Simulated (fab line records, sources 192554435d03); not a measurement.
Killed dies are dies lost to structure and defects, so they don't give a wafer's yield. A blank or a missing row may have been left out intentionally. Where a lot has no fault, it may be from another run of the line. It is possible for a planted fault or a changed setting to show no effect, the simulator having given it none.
What tool caused it? | flow n5Finfet | 11 lots, 33 wafers sampled, at 3 steps of a route of 1938

WHAT EACH GAUGE READ, for each wafer
N5_HKMG_FIN_INSPECT_61: inspects for defects (macro).
lot  | measured    | on               | rawDefectCount
L075 | day 4 06:40 | defectInspect-02 | 1 0 2
L077 | day 4 16:55 | defectInspect-01 | 2 1 3
L080 | day 5 16:51 | defectInspect-02 | 2 3 0
L082 | day 6 00:45 | defectInspect-01 | 2 6 0
L084 | day 6 16:26 | defectInspect-01 | 1 1 1
L087 | day 7 13:05 | defectInspect-01 | 2 1 1
L089 | day 7 20:02 | defectInspect-02 | 4 2 3
L091 | day 8 08:12 | defectInspect-01 | 2 4 3
L093 | day 8 22:37 | defectInspect-01 | 2 2 1
L095 | day 9 08:34 | defectInspect-01 | 1 2 1
L097 | day 9 20:41 | defectInspect-01 | 2 2 1

EACH LOT AND THE TOOL THAT RAN IT (in order: tool; ch and the chambers of the sampled wafers; start)
lot  | N5_SDB_STRIP_21                  | N5_SDB_ALD_29
L075 | rieDiel-06 ch 1,2, day 4 00:08   | aldSin-02 ch 0,1,3, day 4 01:52
L077 | rieDiel-01 ch 0,1, day 4 11:30   | aldSin-02 ch 0,1,2, day 4 12:05
L080 | rieDiel-06 ch 0,1,2, day 5 10:31 | aldSin-04 ch 1,3, day 5 12:20
L082 | rieDiel-01 ch 0,1,2, day 5 18:28 | aldSin-04 ch 1,2,3, day 5 19:58
L084 | rieDiel-06 ch 0,2, day 6 10:57   | aldSin-04 ch 1,2,3, day 6 11:32
L087 | rieDiel-02 ch 0,1, day 7 07:40   | aldSin-04 ch 1,3, day 7 08:20
L089 | rieDiel-02 ch 0,2, day 7 14:47   | aldSin-02 ch 0,2,3, day 7 15:22
L091 | rieDiel-06 ch 0,1,3, day 8 02:58 | aldSin-02 ch 0,1, day 8 03:34
L093 | rieDiel-06 ch 1,2,3, day 8 15:53 | aldSin-02 ch 1,2,3, day 8 17:58
L095 | rieDiel-01 ch 0,1,3, day 9 03:17 | aldSin-04 ch 0,1,3, day 9 03:52
L097 | rieDiel-01 ch 1,2,3, day 9 14:52 | aldSin-04 ch 0,3, day 9 15:58
- N5_SDB_STRIP_21: strips in CF4.
- N5_SDB_ALD_29: deposits SiNx, target thk 30 nm, pulse time 1 s, ald cycles 600.

THE ANSWER, worked out from the rows above alone
Rule: what is usual is taken from the lots themselves. The widest of any qualifying gaps counts: lots, ordered by their means at a reading, are off when they make up no more than a third of the lots, leave a main group of 4 or more, and stand apart from it by 3 or more times the standard deviation of that group's means. The tables above print the reading to a certain number of digits; a main group whose means all agree to those digits is not used. A lot without any number at a reading at which 4 lots or more have one is off too. Any other lot the step has rows for is counted as sound.
No lot is off on any of the readings shown, so nothing can be concluded from this.

WHAT HAD BEEN PUT IN BY THE SIMULATOR
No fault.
